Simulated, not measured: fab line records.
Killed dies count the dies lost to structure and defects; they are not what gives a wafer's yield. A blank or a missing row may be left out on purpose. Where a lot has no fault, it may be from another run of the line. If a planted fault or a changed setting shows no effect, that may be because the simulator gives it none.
Comparing a struck lot with a sound one :: flow nand-harc :: 15 steps out of a route of 1302
Sound: these wafers, L715.1, L715.2, L715.5. Wafers L714.2, L714.5, L714.6 were the ones struck. The cause is given at the end.
At each step with rows: each side's tool, then ch and its chambers, then its first start. Under that, the readings that differ: sound wafers :: struck wafers :: difference of the means :: sigmas: that difference in standard deviations of wafers without a fault.
alike: readings with means less than 2 such deviations apart, plus words and numbers identical on both sides. not compared: withheld readings, readings lacking a value on some wafer, bounds such as >300 that could conceal the same value, and numbers that have no deviation in the record and whose values overlap.
A row with sigmas, a row that says differs or no value, or rows on one side alone: a step with any of these is where the two part. Non-overlapping numbers with no deviation appear without sigmas and do not part them. A reading that every wafer of one side lacks parts them only if that side has two wafers or more.

first, 2 steps without rows for these wafers: NHARC_A_CONTACT_DESCUM_13 (chemistry O2, time 3 s); NHARC_A_CONTACT_ETCH_88 (etches the open film in CF4, target depth 39 nm, time 65 s).
NHARC_A_CONTACT_ETCH_89: etches the open film in N2/H2, target depth 260 nm, time 475.3 s.
  sound on rie-diel-03 ch 0,2, day 28 08:04; struck on rie-diel-12 ch 1,2,3
  alike: bias-w, chamber-pressure-mTorr, drypump-motor-current-A, oes-product-au, rf-vpp-V, showerhead-plenum-p-Torr, throttle-valve-pct
  not compared: rf-hours-counter-h
then, 2 steps without rows for these wafers: NHARC_A_CONTACT_ETCH_30 (etches the open film in CF4/CHF3, target depth 72.6 nm, time 36.3 s); NHARC_A_CONTACT_ETCH_31 (etches the open film in O2/COS, target depth 2800 nm, time 728 s).
NHARC_A_CONTACT_ETCH_134: etches the open film in C4F8/O2/Ar, time 140 s, target depth 700 nm.
  sound on har-cap-etch-02 ch 0,1, day 28 09:20; struck on har-cap-etch-01 ch 0,1, day 28 03:37
  alike: chamber-pressure-mTorr, oes-air-line-au
  not compared: rf-hours-counter-h
NHARC_A_CONTACT_ETCH_135: etches the open film in C4F8/O2/Ar, time 311 s, target depth 1912 nm.
  sound on har-cap-etch-02 ch 0,1, day 28 09:31; struck on har-cap-etch-01 ch 0,1, day 28 03:50
  alike: chamber-pressure-mTorr, oes-air-line-au
  not compared: rf-hours-counter-h
NHARC_A_CONTACT_ETCH_136: etches the open film in C4F8/O2/Ar, time 311 s, target depth 1912 nm.
  sound on har-cap-etch-02 ch 0,1, day 28 09:47; struck on har-cap-etch-01 ch 0,1, day 28 04:06
  alike: chamber-pressure-mTorr, oes-air-line-au
  not compared: rf-hours-counter-h
then, 3 steps without rows for these wafers: NHARC_A_CONTACT_ETCH_137 (etches the open film in C4F8/O2/Ar, time 311 s, target depth 1912 nm); NHARC_A_CONTACT_ETCH_138 (etches the open film in C4F8/O2/Ar, time 311 s, target depth 1914 nm); NHARC_A_CONTACT_ETCH_139 (etches the open film in C4F8/O2/Ar, time 195 s, target depth 840 nm).
NHARC_A_CONTACT_ETCH_92: etches the open film in CH3F/O2, target depth 40 nm, time 85.7 s.
  sound on rie-diel-12 ch 2,3, day 28 11:10; struck on rie-diel-03 ch 2,3, day 28 05:26
  alike: bias-w, ch3f-flow-sccm, drypump-motor-current-A, oes-product-au, rf-vpp-V, showerhead-plenum-p-Torr, throttle-valve-pct
  not compared: rf-hours-counter-h
NHARC_A_CONTACT_ETCH_98: etches the open film in C4F6/O2, target depth 20 nm, time 10 s.
  sound on rie-diel-12 ch 1,2,3, day 28 11:18; struck on rie-diel-03 ch 2,3, day 28 05:36
  no value came back on the struck wafers for any of 8 readings (bias-w (W), c4f6-flow-sccm (sccm) and others); on the sound wafers bias-w (W) reads 498.6 498.1 499.3
  not compared: rf-hours-counter-h
NHARC_A_CONTACT_CD_MEAS_15:
  sound: cd-sem-01 at day 28 11:23; struck: cd-sem-01 at day 28 05:41
  alike: cd-nm
NHARC_END_SORT_01:
  sound on prober-01 ch 0, day 30 12:22; struck on prober-01 ch 0, day 30 05:21
reading: killed-at-array
sound: 50 49 55
struck: 670 676 672
difference: +621
sigmas: +37

reading: killed-dies
sound: 56 54 65
struck: 677 677 677
difference: +619
sigmas: +36
  alike: killed-at-other, killed-at-periphery, killed-open, killed-short

WHERE THEY PART
At NHARC_A_CONTACT_ETCH_98 first; at NHARC_END_SORT_01 last (within this record only).

WHY: whatever the simulator had introduced
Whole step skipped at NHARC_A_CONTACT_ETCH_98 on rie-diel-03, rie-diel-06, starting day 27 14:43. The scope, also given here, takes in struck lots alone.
